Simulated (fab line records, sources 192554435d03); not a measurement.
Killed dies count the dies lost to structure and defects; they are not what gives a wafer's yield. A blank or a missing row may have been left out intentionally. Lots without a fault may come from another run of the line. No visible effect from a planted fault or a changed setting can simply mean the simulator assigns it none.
Matching of chambers || flow n5Finfet || N5_BEOL_M6_CMP_52 on cmp-01: 4 sister chambers
The step polishes, stops on SiCOH lowk, t overpolish 6.9 s, target thk 80 nm. 8 wafers are shown with their chamber, then 9 later ones without.

## WAFERS, EACH WITH ITS CHAMBER
{"wafer": "L078.1", "chamber": 1, "motorCurrentA (A)": 6.2, "timeToEndpointS (s)": 61.7}
{"wafer": "L078.3", "chamber": 2, "motorCurrentA (A)": 6.7, "timeToEndpointS (s)": 62.1}
{"wafer": "L082.3", "chamber": 3, "motorCurrentA (A)": 6.1, "timeToEndpointS (s)": 68.0}
{"wafer": "L082.5", "chamber": 1, "motorCurrentA (A)": 6.0, "timeToEndpointS (s)": 62.1}
{"wafer": "L082.6", "chamber": 0, "motorCurrentA (A)": 5.6, "timeToEndpointS (s)": 68.5}
{"wafer": "L088.3", "chamber": 2, "motorCurrentA (A)": 6.6, "timeToEndpointS (s)": 62.9}
{"wafer": "L088.5", "chamber": 0, "motorCurrentA (A)": 5.4, "timeToEndpointS (s)": 63.3}
{"wafer": "L088.6", "chamber": 3, "motorCurrentA (A)": 6.0, "timeToEndpointS (s)": 67.6}

## WAFERS WITH NO CHAMBER GIVEN
{"wafer": "L093.3", "motorCurrentA (A)": 5.9, "timeToEndpointS (s)": 64.5}
{"wafer": "L093.5", "motorCurrentA (A)": 6.0, "timeToEndpointS (s)": 62.9}
{"wafer": "L093.6", "motorCurrentA (A)": 5.6, "timeToEndpointS (s)": 60.7}
{"wafer": "L096.1", "motorCurrentA (A)": 6.5, "timeToEndpointS (s)": 61.6}
{"wafer": "L096.3", "motorCurrentA (A)": 6.0, "timeToEndpointS (s)": 64.9}
{"wafer": "L096.6", "motorCurrentA (A)": 6.1, "timeToEndpointS (s)": 65.8}
{"wafer": "L094.1", "motorCurrentA (A)": 5.3, "timeToEndpointS (s)": 62.4}
{"wafer": "L094.2", "motorCurrentA (A)": 6.3, "timeToEndpointS (s)": 60.3}
{"wafer": "L094.6", "motorCurrentA (A)": 5.8, "timeToEndpointS (s)": 63.2}

## CHAMBER TAKEN BY EACH
{"wafer": "L093.3", "from the rows above": "can't be placed: 3 or 1 or 0", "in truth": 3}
{"wafer": "L093.5", "from the rows above": "can't be placed: 1 or 3", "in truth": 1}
{"wafer": "L093.6", "from the rows above": "can't be placed: 0 or 1", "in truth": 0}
{"wafer": "L096.1", "from the rows above": 2, "in truth": 2}
{"wafer": "L096.3", "from the rows above": "can't be placed: 3 or 1", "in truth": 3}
{"wafer": "L096.6", "from the rows above": "can't be placed: 3 or 1", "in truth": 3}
{"wafer": "L094.1", "from the rows above": 0, "in truth": 0}
{"wafer": "L094.2", "from the rows above": "can't be placed: 1 or 2", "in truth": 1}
{"wafer": "L094.6", "from the rows above": "can't be placed: 1 or 0 or 3", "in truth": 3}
Correct placement for 2 of the 9. Cannot be placed on the basis of these rows: 7; the candidates contain the true chamber in 7. 0 placed wrongly.
How it was worked out, from the rows above alone: a wafer's distance from a chamber is the root of the sum, over the readings, of the square of ((its reading less the chamber's mean) divided by the reading's scatter). If the next closest chamber is less than 2 further off than the closest, the wafer can't be placed; otherwise it belongs to the closest. A chamber's mean is the mean of its shown wafers. The scatter: take each reading less its chamber's mean, square it, sum over the shown wafers, divide by the number of wafers less the number of chambers, and take the root.
